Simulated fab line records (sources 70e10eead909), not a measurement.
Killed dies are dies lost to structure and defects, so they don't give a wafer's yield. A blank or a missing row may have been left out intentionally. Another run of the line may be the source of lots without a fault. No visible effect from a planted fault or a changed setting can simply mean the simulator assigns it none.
Which tool did it?	flow nand harc	14 lots with 42 wafers sampled at 5 steps, on a route of 1159 steps

## WHAT THE GAUGES SHOWED, per wafer
NHARC_END_SORT_01. Usual: killed at array 24, standard deviation 8.4; killed at other 0.7, standard deviation 1.1; killed at periphery 2.9, standard deviation 1.7; killed dies 27, standard deviation 8.6; killed open 3.3, standard deviation 1.8; killed short 1.8, standard deviation 1.4.
lot	measured	on	killed at array	killed at other	killed at periphery	killed dies	killed open	killed short	flag
L115	day 24 05:09	prober-01	31 31 27	1 0 0	645 646 650	677 677 677	8 3 4	0 3 3	OFF
L116	day 23 21:25	prober-01	24 34 21	0 1 0	653 642 656	677 677 677	1 3 4	2 2 0	OFF
L117	day 23 21:20	prober-02	31 36 39	1 0 0	645 641 638	677 677 677	4 2 7	2 3 4	OFF

## TOOL THAT RAN EACH LOT (tool first, then ch and the chambers of the sampled wafers, then the start)
lot	NHARC_P_GATE_ETCH_14	NHARC_A_M1_STRIP_18	NHARC_A_M1_ANNEAL_31	NHARC_THIN_TSV_DESCUM_14
L997	wet bench-03 ch 2,6,7, day 4 07:14	rie diel-12 ch 0,3, day 18 01:26	rtp anneal-02 ch 0, day 18 02:50	rie diel-07 ch 0,1, day 19 03:55
L999	wet bench-03 ch 2,3,7, day 4 12:16	rie diel-12 ch 0,1,3, day 18 02:24	rtp anneal-01 ch 0, day 18 03:50	rie diel-01 ch 0,1,2, day 19 05:13
L101	wet bench-03 ch 3,5,7, day 5 01:09	rie diel-12 ch 0,1,3, day 18 11:33	rtp anneal-01 ch 0, day 18 13:10	rie diel-07 ch 2,3, day 19 10:41
L102	wet bench-09 ch 2,3,7, day 5 05:35	rie diel-12 ch 1,2,3, day 18 07:37	rtp anneal-02 ch 0, day 18 09:04	rie diel-01 ch 0,1,2, day 19 06:13
L104	wet bench-03 ch 2,3,4, day 5 14:50	rie diel-12 ch 0,2,3, day 19 15:31	rtp anneal-02 ch 0, day 19 16:55	rie diel-07 ch 0,1, day 20 11:13
L105	wet bench-03 ch 2,3,6, day 5 23:28	rie diel-12 ch 0,1,2, day 19 03:12	rtp anneal-01 ch 0, day 19 04:39	rie diel-07 ch 0,1,3, day 19 23:07
L107	wet bench-03 ch 3,5,6, day 6 13:55	rie diel-10 ch 0,1,3, day 19 23:13	rtp anneal-01 ch 0, day 20 00:32	rie diel-07 ch 1,3, day 20 18:21
L110	wet bench-02 ch 5,6,7, day 7 05:59	rie diel-02 ch 1,2,3, day 20 14:59	rtp anneal-02 ch 0, day 20 16:25	rie diel-08 ch 0,1,2, day 21 12:08
L109	wet bench-09 ch 3,6,7, day 7 06:08	rie diel-02 ch 0,1,3, day 20 22:22	rtp anneal-02 ch 0, day 20 23:50	rie diel-08 ch 1,2,3, day 21 18:46
L108	wet bench-02 ch 0,5,6, day 7 06:18	rie diel-10 ch 0,1, day 20 14:07	rtp anneal-01 ch 0, day 20 15:33	rie diel-07 ch 0,1, day 21 10:49
L111	wet bench-03 ch 1,3,4, day 7 13:27	rie diel-02 ch 1,2,3, day 20 14:35	rtp anneal-02 ch 0, day 20 15:54	rie diel-08 ch 1,2,3, day 21 13:22
L115	wet bench-02 ch 4,6,7, day 8 15:25	-	-	-
L116	wet bench-09 ch 1,3,4, day 8 20:05	-	-	-
L117	wet bench-03 ch 0,5,6, day 8 20:14	-	-	-
- NHARC_P_GATE_ETCH_14: etches SiO2 in dHF, target depth 48.8 nm.
- NHARC_A_M1_STRIP_18: strips in N2/H2.
- NHARC_A_M1_ANNEAL_31: time 90 s.
- NHARC_THIN_TSV_DESCUM_14: chemistry O2, time 3 s.

## AS READ BY THE TOOLS THEMSELVES (means over the sampled wafers that have a number; for cases with no such wafer, the mark the record gives instead)
NHARC_A_M1_STRIP_18. Usual: drypump motor current A 5.4 A, standard deviation 0.49; oes product au 1.000 a.u., standard deviation 0.014; power w 1000.3 W, standard deviation 2.9; rf vpp V 90.7 V, standard deviation 0.92; showerhead plenum p Torr 2.04 Torr, standard deviation 0.074; throttle valve pct 14.172 %, standard deviation 0.0098.
lot	tool	drypump motor current A (A)	oes product au (a.u.)	power w (W)	rf vpp V (V)	showerhead plenum p Torr (Torr)	throttle valve pct (%)	flag
L997	rie diel-12	5.6	1.010	1001.1	90.0	1.99	14.176	
L999	rie diel-12	5.6	1.001	999.4	90.2	2.01	14.171	
L101	rie diel-12	5.6	1.003	1000.5	90.2	2.01	14.179	
L102	rie diel-12	5.3	1.013	999.6	91.4	2.07	14.166	
L104	rie diel-12	5.4	1.004	1001.3	91.1	2.05	14.176	
L105	rie diel-12	5.4	0.994	999.4	90.9	2.07	14.166	
L107	rie diel-10	5.7	0.997	997.7	90.3	2.04	14.180	
L110	rie diel-02	5.5	1.000	998.9	90.5	1.99	14.175	
L109	rie diel-02	5.5	0.999	998.9	90.6	2.05	14.182	
L108	rie diel-10	6.1	0.997	1001.8	90.4	1.98	14.169	
L111	rie diel-02	5.5	1.001	1001.5	90.9	1.99	14.175	

NHARC_A_M1_ANNEAL_31. Usual: wafer_temp_C_max at 225.91, with a standard deviation of 0.23.
lot	tool	wafer_temp_C_max	flag
L997	rtp anneal-02	225.95	
L999	rtp anneal-01	226.23	
L101	rtp anneal-01	226.01	
L102	rtp anneal-02	225.78	
L104	rtp anneal-02	225.72	
L105	rtp anneal-01	225.72	
L107	rtp anneal-01	225.73	
L110	rtp anneal-02	225.90	
L109	rtp anneal-02	226.09	
L108	rtp anneal-01	226.19	
L111	rtp anneal-02	225.91	

NHARC_THIN_TSV_DESCUM_14. Usual: drypump motor current A 5.5 A, standard deviation 0.37; oes product au 1.001 a.u., standard deviation 0.015; rf vpp V 57.9 V, standard deviation 0.88; showerhead plenum p Torr 1.92 Torr, standard deviation 0.073; throttle valve pct 11.311 %, standard deviation 0.0096.
lot	tool	drypump motor current A (A)	oes product au (a.u.)	rf vpp V (V)	showerhead plenum p Torr (Torr)	throttle valve pct (%)	flag
L997	rie diel-07	5.4	0.992	57.4	1.87	11.306	
L999	rie diel-01	5.8	0.998	57.9	1.93	11.309	
L101	rie diel-07	5.3	1.002	58.4	1.94	11.310	
L102	rie diel-01	5.8	1.004	57.3	1.93	11.306	
L104	rie diel-07	5.4	0.994	57.9	1.89	11.311	
L105	rie diel-07	5.4	0.997	57.9	1.89	11.310	
L107	rie diel-07	5.3	0.997	56.9	1.87	11.310	
L110	rie diel-08	5.3	1.011	59.3	1.96	11.309	
L109	rie diel-08	5.1	0.995	58.0	1.92	11.312	
L108	rie diel-07	5.4	0.988	58.0	1.89	11.310	
L111	rie diel-08	5.1	1.002	58.6	1.92	11.321	

## THE ANSWER, worked out from the rows above alone
Rule: a lot counts as off when the mean over its wafers that have a number is more than 3 standard deviations away from the usual mean. Also off: a lot with no number at a reading for which 4 or more lots have one. Where the step has rows for the other lots, those lots are counted as sound. Order of review: gauges by route order, followed by the tools' own readings, for which a lot's mean as printed above is used. At the first step where some lot is off, the reading lying furthest off is the one used; lots without a number count as furthest.
Off: L115, L116, L117, at NHARC_END_SORT_01 (killed at periphery). Neither off nor sound, because the step has no rows for them: L997, L999, L101, L102, L104, L105, L107, L110, L109, L108, L111.
If a tool, at a process step before that reading, ran all the lots that are off and no sound lot after the first of them, it fits. Those tools and the gauges at NHARC_END_SORT_01 are tried in the same way. Of those tried, none fits.

## WHAT THE SIMULATOR HAD INSERTED
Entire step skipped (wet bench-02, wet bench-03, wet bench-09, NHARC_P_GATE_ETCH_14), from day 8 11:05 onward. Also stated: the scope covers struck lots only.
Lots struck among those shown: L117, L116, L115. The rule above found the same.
